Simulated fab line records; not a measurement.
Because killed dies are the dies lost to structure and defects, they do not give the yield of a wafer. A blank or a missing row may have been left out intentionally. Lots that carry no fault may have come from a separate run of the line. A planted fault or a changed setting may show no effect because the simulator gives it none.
Shared-tool check || flow nand-harc || 9 wafers sampled across 3 lots

## THE REASON FOR OPENING IT
On 3 of the 3 lots, a flag is raised at NHARC_END_SORT_01 on the reading killed-at-array. Wafers without a fault read 59, standard deviation 20.
Rule: a lot gets a flag if all its wafers with a number sit over 4 standard deviations from that mean, or if no wafer of it has a number. As for the other lots, they are considered sound.

{"lot": "L489", "measured": "day 27 22:22", "on": "prober-02", "killed-at-array, wafer by wafer": "674 674 673", "flag": "FLAGGED"}
{"lot": "L490", "measured": "day 29 02:28", "on": "prober-01", "killed-at-array, wafer by wafer": "674 673 667", "flag": "FLAGGED"}
{"lot": "L492", "measured": "day 29 17:34", "on": "prober-02", "killed-at-array, wafer by wafer": "673 671 669", "flag": "FLAGGED"}
On average the flagged lots' numbers are 672, which is +613 against the usual, or +31 standard deviations.

## WHICH TOOL RAN EACH LOT
4 process steps preceding the reading are held in the record, out of 1302 steps in the route. Cell contents, in order: the tool; ch with the chambers the sampled wafers went through; the start.
{"lot": "L489", "flag": "FLAGGED", "NHARC_A_STAIRCASE_DEP_156": "pecvd-01 ch 0,1, day 19 14:43", "NHARC_A_STAIRCASE_ETCH_13": "rie-diel-13 ch 0,1,3, day 19 17:40", "NHARC_A_STAIRCASE_TRIM_16": "rie-diel-13 ch 0,2,3, day 27 22:22 or earlier", "NHARC_A_STAIRCASE_ETCH_17": "rie-diel-13 ch 1,2,3, day 27 22:22 or earlier"}
{"lot": "L490", "flag": "FLAGGED", "NHARC_A_STAIRCASE_DEP_156": "pecvd-01 ch 0,1,2, day 20 04:16", "NHARC_A_STAIRCASE_ETCH_13": "rie-diel-13 ch 0,2,3, day 20 07:05", "NHARC_A_STAIRCASE_TRIM_16": "rie-diel-13 ch 1,2, day 29 02:28 or earlier", "NHARC_A_STAIRCASE_ETCH_17": "rie-diel-13 ch 2,3, day 29 02:28 or earlier"}
{"lot": "L492", "flag": "FLAGGED", "NHARC_A_STAIRCASE_DEP_156": "pecvd-01 ch 0,1, day 20 14:33", "NHARC_A_STAIRCASE_ETCH_13": "rie-diel-13 ch 0,1,3, day 20 18:06", "NHARC_A_STAIRCASE_TRIM_16": "rie-diel-13 ch 0,1, day 29 17:34 or earlier", "NHARC_A_STAIRCASE_ETCH_17": "rie-diel-13 ch 0,2, day 29 17:34 or earlier"}
What the steps here do:
- NHARC_A_STAIRCASE_DEP_156: deposits SiNx, target thk 50 nm.
- NHARC_A_STAIRCASE_ETCH_13: etches the open film in C4F8/O2, target depth 100 nm, time 40.5 s.
- NHARC_A_STAIRCASE_TRIM_16: chemistry O2, time 211.2 s.
- NHARC_A_STAIRCASE_ETCH_17: etches the open film in C4F8/O2, target depth 100 nm, time 40.5 s.
- NHARC_END_SORT_01

## FLAGGED AGAINST TOTAL, ONE TOOL AT A TIME (gauges that did the reading follow at the end)
{"step": "NHARC_A_STAIRCASE_DEP_156", "tool": "pecvd-01", "lots run": 3, "flagged": 3, "share of the flagged lots": "all", "sound lots run after its first flagged lot": 0}
{"step": "NHARC_A_STAIRCASE_ETCH_13", "tool": "rie-diel-13", "lots run": 3, "flagged": 3, "share of the flagged lots": "all", "sound lots run after its first flagged lot": 0}
{"step": "NHARC_A_STAIRCASE_TRIM_16", "tool": "rie-diel-13", "lots run": 3, "flagged": 3, "share of the flagged lots": "all", "sound lots run after its first flagged lot": 0}
{"step": "NHARC_A_STAIRCASE_ETCH_17", "tool": "rie-diel-13", "lots run": 3, "flagged": 3, "share of the flagged lots": "all", "sound lots run after its first flagged lot": 0}
{"step": "NHARC_END_SORT_01", "tool": "prober-01", "lots run": 1, "flagged": 1, "share of the flagged lots": "some", "sound lots run after its first flagged lot": 0}
{"step": "NHARC_END_SORT_01", "tool": "prober-02", "lots run": 2, "flagged": 2, "share of the flagged lots": "some", "sound lots run after its first flagged lot": 0}
NHARC_A_STAIRCASE_TRIM_16 gives no start for some lots, so the hours and the order of its lots are those of NHARC_END_SORT_01. NHARC_A_STAIRCASE_ETCH_17 gives no start for some lots, so the hours and the order of its lots are those of NHARC_END_SORT_01.

## WHAT IS ALLOWED BY THE TABLE
4 rows of the table ran every flagged lot: pecvd-01 at NHARC_A_STAIRCASE_DEP_156, rie-diel-13 at NHARC_A_STAIRCASE_ETCH_13, rie-diel-13 at NHARC_A_STAIRCASE_TRIM_16, rie-diel-13 at NHARC_A_STAIRCASE_ETCH_17.
- pecvd-01 at NHARC_A_STAIRCASE_DEP_156: 3 of its 3 lots flagged. With no sound lot run before its first flagged lot in this sample, there is nothing to narrow down the start.
- rie-diel-13 at NHARC_A_STAIRCASE_ETCH_13: 3 of its 3 lots flagged. With no sound lot run before its first flagged lot in this sample, there is nothing to narrow down the start. Its own readings lie more than 4 standard deviations out on every wafer of the flagged lots: oes-product-au, rf-fwd-power-W.
- rie-diel-13 at NHARC_A_STAIRCASE_TRIM_16: 3 of its 3 lots flagged. With no sound lot run before its first flagged lot in this sample, there is nothing to narrow down the start.
- rie-diel-13 at NHARC_A_STAIRCASE_ETCH_17: 3 of its 3 lots flagged. With no sound lot run before its first flagged lot in this sample, there is nothing to narrow down the start.
A lot count leaves these 2 tools indistinguishable: every one of them fits a fault beginning at some hour. More lots, or a look at what each step does to the wafer, might.

## WHAT WAS PUT IN BY THE SIMULATOR
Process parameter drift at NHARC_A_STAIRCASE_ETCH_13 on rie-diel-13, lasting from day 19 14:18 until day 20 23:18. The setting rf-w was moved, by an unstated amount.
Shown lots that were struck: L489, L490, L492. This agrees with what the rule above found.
